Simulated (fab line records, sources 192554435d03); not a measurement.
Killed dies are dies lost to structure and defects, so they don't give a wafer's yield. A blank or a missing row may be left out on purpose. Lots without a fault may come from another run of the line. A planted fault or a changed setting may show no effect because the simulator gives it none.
Chamber matching | flow n5_finfet | N5_DUMMY_GATE_ETCH_23 on rie_si-01: 4 sister chambers
The step etches poly-Si in HBr/Cl2/O2, target depth 41 nm, time 22.3 s. 4 wafers are shown with their chamber, then 7 later ones without.

WAFERS WITH THEIR CHAMBER
wafer  | chamber | he_backside_leak_sccm (sccm)
L087.2 | 0       | 2.88
L088.5 | 2       | 2.95
L089.1 | 1       | 2.76
L089.2 | 3       | 2.52

WAFERS WITHOUT THEIR CHAMBER
wafer  | he_backside_leak_sccm (sccm)
L089.6 | 2.89
L090.1 | 3.01
L090.4 | 2.82
L090.5 | 2.82
L095.3 | 2.59
L095.5 | 2.88
L095.6 | 3.08

WHICH CHAMBER EACH WENT THROUGH
wafer  | from the rows above          | in truth
L089.6 | can't be placed: 0 or 2 or 1 | 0
L090.1 | can't be placed: 2 or 0      | 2
L090.4 | can't be placed: 0 or 1 or 2 | 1
L090.5 | can't be placed: 0 or 1 or 2 | 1
L095.3 | can't be placed: 3 or 1      | 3
L095.5 | can't be placed: 0 or 2 or 1 | 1
L095.6 | can't be placed: 2 or 0      | 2
Placed correctly: 0 of 7. Can't be placed from these rows: 7 (the true chamber is among the candidates in 7). Placed wrongly: 0.
How it was worked out, from the rows above alone: a wafer's distance from a chamber is the root of the sum, over the readings, of the square of ((its reading less the chamber's mean) divided by the reading's scatter). The wafer belongs to the nearest chamber; if the next one is less than 2 further off, it can't be placed. A chamber's mean is the mean of its shown wafers. The scatter: with one shown wafer a chamber, the root of the mean of the squares of how far each hidden wafer lies from its nearest shown one.
